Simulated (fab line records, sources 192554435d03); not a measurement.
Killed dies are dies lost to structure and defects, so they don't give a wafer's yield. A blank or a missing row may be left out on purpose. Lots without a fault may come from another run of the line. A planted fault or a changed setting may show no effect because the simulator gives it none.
Split-lot experiment | flow n5_finfet | 7 lots, 21 wafers read, on a route of 1938 steps

THE SPLIT
At N5_BEOL_M0_SAQP_SPACER2_ALD_26 (deposits SiO2, target thk 15 nm, pulse time 1 s, purge time 2 s), the setting target_thk_a was moved away from the recipe's 150 angstrom on 4 of the 21 wafers read, by -10.9% to +3.7%. The other wafers ran this setting at the recipe's value.

FROM THE SPLIT TO THE READING: what the file shows between them, 2 steps
- N5_BEOL_M0_SAQP_SPACER2_ETCHBACK_27: etches SiO2 in CHF3/O2, target depth 22.5 nm, time 11.25 s
- N5_BEOL_M0_SAQP_MANDREL2_REMOVE_110: chemistry HBr/Cl2/O2, target a-Si, stops on SiCN, bt time 10 s

THE READING
cd_nm, in nm, at N5_BEOL_M0_SAQP_CD_MEAS_29 (target cd 14.4 nm). Fault-free wafers of this fab line usually give 14.97 nm, standard deviation 0.22 nm.

wafer  | tool, chamber at the split | target_thk_a as run, angstrom | against the recipe | cd_nm, nm | against lot-mates on the recipe
L075.1 | ald_sin-03, 2,0            | 150                           | recipe             | 14.97     | -
L075.3 | ald_sin-03, 2,0            | 150                           | recipe             | 14.87     | -
L075.6 | ald_sin-03, 2              | 150                           | recipe             | 15.36     | -
L077.1 | ald_sin-02, 1,0            | 150                           | recipe             | 15.08     | -
L077.2 | ald_sin-02, 1,0            | 150                           | recipe             | 14.83     | -
L077.5 | ald_sin-02, 0              | 133.6                         | -10.9%             | 13.59     | -1.37
L078.2 | ald_sin-03, 2              | 150                           | recipe             | 14.89     | -
L078.3 | ald_sin-03, 0,3            | 150                           | recipe             | 14.85     | -
L078.4 | ald_sin-03, 0,3            | 150                           | recipe             | 14.90     | -
L081.2 | ald_sin-03, 1              | 144.7                         | -3.5%              | 14.59     | -0.31
L081.3 | ald_sin-03, 0,3            | 150                           | recipe             | 14.81     | -
L081.5 | ald_sin-03, 0,3            | 150                           | recipe             | 14.99     | -
L090.4 | ald_sin-01, 2,1            | 150                           | recipe             | 15.24     | -
L090.5 | ald_sin-01, 2,1            | 150                           | recipe             | 14.51     | -
L090.6 | ald_sin-01, 2              | 134.6                         | -10.3%             | 13.48     | -1.39
L091.2 | ald_sin-02, 3,2,3          | 150                           | recipe             | 15.24     | -
L091.5 | ald_sin-02, 3,2,3          | 150                           | recipe             | 15.28     | -
L091.6 | ald_sin-02, 3,2,3          | 150                           | recipe             | 14.88     | -
L092.2 | ald_sin-01, 3              | 155.6                         | +3.7%              | 15.73     | +0.73
L092.3 | ald_sin-01, 1,3            | 150                           | recipe             | 15.14     | -
L092.6 | ald_sin-01, 1,3            | 150                           | recipe             | 14.86     | -
Where a row lists several chambers, the file gives one row for several wafers and doesn't say which wafer went through which chamber.

THE FIT
A straight line over all 21 wafers: cd_nm changes by +0.14 nm for each +1% of target_thk_a; r = +0.92; the points scatter about the line by 0.21 nm.
The same after taking each lot's own level away (the mean of its wafers on the recipe; 21 wafers): +0.133 nm for each +1%; r = +0.93; scatter 0.19 nm.
On that fit, the largest move of target_thk_a shifts the reading by 1.5 nm.
The lots' own levels span 14.875 to 15.133 nm, that is 1.2 times the standard deviation above.
So the lot-to-lot level changes the slope little: the two slopes agree.
Check: with one of the wafers moved furthest among these (-10.9%) left out of the fit, the line predicts -1.5 nm for it against its lot-mates. It came out at -1.37 nm against them.

OTHER SPLITS ON THESE WAFERS
These wafers also went through other splits before the reading. Each is held against what the fit with the lots' levels taken away leaves over:
other split on the same wafers        | wafers away from the commonest value | r with cd_nm (lot level and that fit taken away)
N5_SDB_COAT_05 spin_rpm               | 7                                    | +0.32
N5_SDB_ETCH_18 source_w               | 5                                    | +0.02
N5_HKMG_FIN_PEB_10 peb_time_s         | 6                                    | -0.09
N5_HKMG_FIN_ETCH_35 source_w          | 11                                   | -0.04
N5_MOL_CONTACT_COAG_COAT_76 spin_rpm  | 6                                    | -0.25
N5_MOL_CONTACT_COAG_EXPOSE_37 dose_mj | 4                                    | +0.00
N5_MOL_CONTACT_COAG_ALD_133 temp_c    | 6                                    | -0.21

THE WHOLE CHAIN: every reading that the file lists as answering this split, in the file's order
step                                | what it does                                                    | reading                                                                                     | change (the file's fit)               | r (the file's)
N5_BEOL_M0_SAQP_SPACER2_ALD_26      | deposits SiO2, target thk 15 nm, pulse time 1 s, purge time 2 s | SiO2_of_BEOL_M0_SAQP_SPACER2_ALD_26.thk_nm (the simulator's own value, which no gauge read) | +0.149 nm for each +1% of the setting | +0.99
N5_BEOL_M0_SAQP_MANDREL2_REMOVE_110 | chemistry HBr/Cl2/O2, target a-Si, stops on SiCN, bt time 10 s  | BEOL_M0_SAQP.cd_nm (the simulator's own value, which no gauge read)                         | +0.143 nm for each +1% of the setting | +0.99
N5_BEOL_M0_SAQP_CD_MEAS_29          | target cd 14.4 nm                                               | cd_nm                                                                                       | +0.132 nm for each +1% of the setting | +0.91

THE FILE'S OWN FIT
cd_nm changes by +0.132 nm for each +1% of target_thk_a, r = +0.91.
